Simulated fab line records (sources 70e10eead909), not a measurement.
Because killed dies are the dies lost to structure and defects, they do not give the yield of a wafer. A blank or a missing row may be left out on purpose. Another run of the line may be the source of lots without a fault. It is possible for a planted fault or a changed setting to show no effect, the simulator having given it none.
Which tool did it? / flow nand_harc / 14 lots, 42 wafers sampled, at 5 steps of a route of 1302

WHAT EACH GAUGE READ, for each wafer
NHARC_A_ONON_D2_THK_MEAS_11: measures by ellipsometry.
lot=L226; measured=day 12 14:52; on=film_metro-02; thk_nm (nm)=1016 1014 1014
lot=L227; measured=day 13 05:34; on=film_metro-02; thk_nm (nm)=1022 1021 1020
lot=L229; measured=day 14 04:29; on=film_metro-01; thk_nm (nm)=996 996 997
lot=L228; measured=day 14 04:50; on=film_metro-01; thk_nm (nm)=1015 1018 1017
lot=L231; measured=day 14 10:22; on=film_metro-01; thk_nm (nm)=580 580 578
lot=L232; measured=day 15 12:07; on=film_metro-02; thk_nm (nm)=565 563 562
lot=L239; measured=day 18 18:36; on=film_metro-02; thk_nm (nm)=1003 1002 1003
lot=L241; measured=day 19 02:32; on=film_metro-01; thk_nm (nm)=997 998 998
lot=L240; measured=day 19 02:34; on=film_metro-02; thk_nm (nm)=998 998 998
lot=L243; measured=day 19 16:19; on=film_metro-01; thk_nm (nm)=1014 1013 1013
lot=L244; measured=day 20 00:05; on=film_metro-02; thk_nm (nm)=1004 1001 1001
lot=L245; measured=day 21 05:37; on=film_metro-02; thk_nm (nm)=992 993 993
lot=L247; measured=day 21 18:36; on=film_metro-01; thk_nm (nm)=999 1000 997
lot=L248; measured=day 21 18:35; on=film_metro-02; thk_nm (nm)=1006 1007 1008

NHARC_END_SORT_01.
lot=L231; measured=day 27 14:42; on=prober-01; killed_at_array=674 675 671; killed_at_other=0 0 0; killed_at_periphery=3 2 6; killed_dies=677 677 677; killed_open=5 2 3; killed_short=1 2 3
lot=L232; measured=day 27 18:27; on=prober-02; killed_at_array=674 675 676; killed_at_other=0 1 0; killed_at_periphery=3 1 1; killed_dies=677 677 677; killed_open=3 3 1; killed_short=2 2 0

WHICH TOOL RAN EACH LOT (tool, then ch and the chambers of the sampled wafers, then the start)
lot=L226; NHARC_A_CHANNEL_FILL_D1_ALD_25=ald_hk-04 ch 2,3, day 10 12:01; NHARC_A_DECK1_JOINT_CMP_02=cmp-01 ch 0,1,3, day 12 11:53; NHARC_A_ONON_D2_DEP_09=pecvd_onon-03 ch 0, day 12 14:25
lot=L227; NHARC_A_CHANNEL_FILL_D1_ALD_25=ald_hk-03 ch 1,2,3, day 11 07:57; NHARC_A_DECK1_JOINT_CMP_02=cmp-01 ch 0,1, day 13 02:36; NHARC_A_ONON_D2_DEP_09=pecvd_onon-03 ch 0, day 13 05:04
lot=L229; NHARC_A_CHANNEL_FILL_D1_ALD_25=ald_hk-03 ch 0,2, day 12 03:31; NHARC_A_DECK1_JOINT_CMP_02=cmp-03 ch 0,3, day 14 01:30; NHARC_A_ONON_D2_DEP_09=pecvd_onon-01 ch 0, day 14 04:02
lot=L228; NHARC_A_CHANNEL_FILL_D1_ALD_25=ald_hk-04 ch 0,2,3, day 12 04:14; NHARC_A_DECK1_JOINT_CMP_02=cmp-04 ch 1,2, day 14 01:31; NHARC_A_ONON_D2_DEP_09=pecvd_onon-01 ch 0, day 14 04:20
lot=L231; NHARC_A_CHANNEL_FILL_D1_ALD_25=ald_hk-04 ch 0,1, day 12 13:41; NHARC_A_DECK1_JOINT_CMP_02=cmp-01 ch 0,1,3, day 14 07:20; NHARC_A_ONON_D2_DEP_09=pecvd_onon-01 ch 0, day 14 09:58
lot=L232; NHARC_A_CHANNEL_FILL_D1_ALD_25=ald_hk-04 ch 0,1,3, day 13 15:54; NHARC_A_DECK1_JOINT_CMP_02=cmp-03 ch 1,2, day 15 09:10; NHARC_A_ONON_D2_DEP_09=pecvd_onon-01 ch 0, day 15 11:47
lot=L239; NHARC_A_CHANNEL_FILL_D1_ALD_25=ald_hk-02 ch 0,1,2, day 16 16:23; NHARC_A_DECK1_JOINT_CMP_02=cmp-04 ch 0,1,3, day 18 15:37; NHARC_A_ONON_D2_DEP_09=pecvd_onon-04 ch 0, day 18 18:05
lot=L241; NHARC_A_CHANNEL_FILL_D1_ALD_25=ald_hk-02 ch 0,2,3, day 17 01:15; NHARC_A_DECK1_JOINT_CMP_02=cmp-04 ch 0,2,3, day 18 23:34; NHARC_A_ONON_D2_DEP_09=pecvd_onon-01 ch 0, day 19 02:02
lot=L240; NHARC_A_CHANNEL_FILL_D1_ALD_25=ald_hk-03 ch 0,2,3, day 17 01:16; NHARC_A_DECK1_JOINT_CMP_02=cmp-01 ch 1,2,3, day 18 23:32; NHARC_A_ONON_D2_DEP_09=pecvd_onon-04 ch 0, day 19 02:04
lot=L243; NHARC_A_CHANNEL_FILL_D1_ALD_25=ald_hk-04 ch 0,2,3, day 17 16:01; NHARC_A_DECK1_JOINT_CMP_02=cmp-03 ch 0,1,2, day 19 13:19; NHARC_A_ONON_D2_DEP_09=pecvd_onon-01 ch 0, day 19 15:47
lot=L244; NHARC_A_CHANNEL_FILL_D1_ALD_25=ald_hk-03 ch 1,3, day 18 00:06; NHARC_A_DECK1_JOINT_CMP_02=cmp-03 ch 0,1,3, day 19 20:50; NHARC_A_ONON_D2_DEP_09=pecvd_onon-03 ch 0, day 19 23:35
lot=L245; NHARC_A_CHANNEL_FILL_D1_ALD_25=ald_hk-02 ch 0,2, day 19 08:26; NHARC_A_DECK1_JOINT_CMP_02=cmp-03 ch 0,1,2, day 21 02:40; NHARC_A_ONON_D2_DEP_09=pecvd_onon-01 ch 0, day 21 05:06
lot=L247; NHARC_A_CHANNEL_FILL_D1_ALD_25=ald_hk-03 ch 1,2,3, day 19 17:41; NHARC_A_DECK1_JOINT_CMP_02=cmp-03 ch 1,2,3, day 21 15:38; NHARC_A_ONON_D2_DEP_09=pecvd_onon-01 ch 0, day 21 18:05
lot=L248; NHARC_A_CHANNEL_FILL_D1_ALD_25=ald_hk-03 ch 2,3, day 19 20:43; NHARC_A_DECK1_JOINT_CMP_02=cmp-04 ch 0,1,3, day 21 15:40; NHARC_A_ONON_D2_DEP_09=pecvd_onon-03 ch 0, day 21 18:05
- NHARC_A_CHANNEL_FILL_D1_ALD_25: deposits SiOx, target thk 60 nm, pulse time 10 s, ald cycles 600.
- NHARC_A_DECK1_JOINT_CMP_02: polishes SiOx.
- NHARC_A_ONON_D2_DEP_09: target thk 1000 nm.

AS READ BY THE TOOLS THEMSELVES (means over the sampled wafers that have a number; for cases with no such wafer, the mark the record gives instead)
NHARC_A_CHANNEL_FILL_D1_ALD_25.
lot=L226; tool=ald_hk-04; heater_power_w (W)=467; precursor_pulse_height_rel=1.012
lot=L227; tool=ald_hk-03; heater_power_w (W)=466; precursor_pulse_height_rel=1.002
lot=L229; tool=ald_hk-03; heater_power_w (W)=482; precursor_pulse_height_rel=0.993
lot=L228; tool=ald_hk-04; heater_power_w (W)=505; precursor_pulse_height_rel=1.005
lot=L231; tool=ald_hk-04; heater_power_w (W)=547; precursor_pulse_height_rel=1.005
lot=L232; tool=ald_hk-04; heater_power_w (W)=512; precursor_pulse_height_rel=1.003
lot=L239; tool=ald_hk-02; heater_power_w (W)=494; precursor_pulse_height_rel=0.985
lot=L241; tool=ald_hk-02; heater_power_w (W)=512; precursor_pulse_height_rel=1.013
lot=L240; tool=ald_hk-03; heater_power_w (W)=492; precursor_pulse_height_rel=0.990
lot=L243; tool=ald_hk-04; heater_power_w (W)=499; precursor_pulse_height_rel=0.996
lot=L244; tool=ald_hk-03; heater_power_w (W)=454; precursor_pulse_height_rel=1.021
lot=L245; tool=ald_hk-02; heater_power_w (W)=513; precursor_pulse_height_rel=0.990
lot=L247; tool=ald_hk-03; heater_power_w (W)=476; precursor_pulse_height_rel=1.002
lot=L248; tool=ald_hk-03; heater_power_w (W)=505; precursor_pulse_height_rel=1.003

NHARC_A_DECK1_JOINT_CMP_02.
lot=L226; tool=cmp-01; motor_current_A (A)=12.3; slurry_filter_dp_kPa (kPa)=13.57
lot=L227; tool=cmp-01; motor_current_A (A)=12.5; slurry_filter_dp_kPa (kPa)=13.47
lot=L229; tool=cmp-03; motor_current_A (A)=13.0; slurry_filter_dp_kPa (kPa)=13.44
lot=L228; tool=cmp-04; motor_current_A (A)=12.6; slurry_filter_dp_kPa (kPa)=13.58
lot=L231; tool=cmp-01; motor_current_A (A)=12.6; slurry_filter_dp_kPa (kPa)=13.47
lot=L232; tool=cmp-03; motor_current_A (A)=11.2; slurry_filter_dp_kPa (kPa)=13.54
lot=L239; tool=cmp-04; motor_current_A (A)=11.8; slurry_filter_dp_kPa (kPa)=13.56
lot=L241; tool=cmp-04; motor_current_A (A)=11.7; slurry_filter_dp_kPa (kPa)=13.60
lot=L240; tool=cmp-01; motor_current_A (A)=12.7; slurry_filter_dp_kPa (kPa)=13.60
lot=L243; tool=cmp-03; motor_current_A (A)=11.7; slurry_filter_dp_kPa (kPa)=13.64
lot=L244; tool=cmp-03; motor_current_A (A)=12.0; slurry_filter_dp_kPa (kPa)=13.55
lot=L245; tool=cmp-03; motor_current_A (A)=11.8; slurry_filter_dp_kPa (kPa)=13.54
lot=L247; tool=cmp-03; motor_current_A (A)=12.0; slurry_filter_dp_kPa (kPa)=13.68
lot=L248; tool=cmp-04; motor_current_A (A)=11.5; slurry_filter_dp_kPa (kPa)=13.52

THE ANSWER, worked out from the rows above alone
Rule: what is usual is taken from the lots themselves. The widest of any qualifying gaps counts: lots, ordered by their means at a reading, are off when they make up no more than a third of the lots, leave a main group of 4 or more, and stand apart from it by 3 or more times the standard deviation of that group's means. Not used: any main group whose means are identical at the precision the tables above print for the reading. A lot without any number at a reading at which 4 lots or more have one is off too. The other lots that the step has rows for count as sound. The gauges are gone through in route order, then the tools' own readings, and for those a lot's mean is taken as printed above. The first step at which some lot is off is used, and at that step the reading that is off furthest; a lot without a number counts as furthest.
Off: L231, L232, at NHARC_A_ONON_D2_THK_MEAS_11 (thk_nm). Mean 1005 nm and standard deviation 8.9 in the main group.
If a tool, at a process step before that reading, ran all the lots that are off and no sound lot after the first of them, it fits. The gauges at NHARC_A_ONON_D2_THK_MEAS_11 are tried like those tools. None of those tried fits.

WHAT HAD BEEN PUT IN BY THE SIMULATOR
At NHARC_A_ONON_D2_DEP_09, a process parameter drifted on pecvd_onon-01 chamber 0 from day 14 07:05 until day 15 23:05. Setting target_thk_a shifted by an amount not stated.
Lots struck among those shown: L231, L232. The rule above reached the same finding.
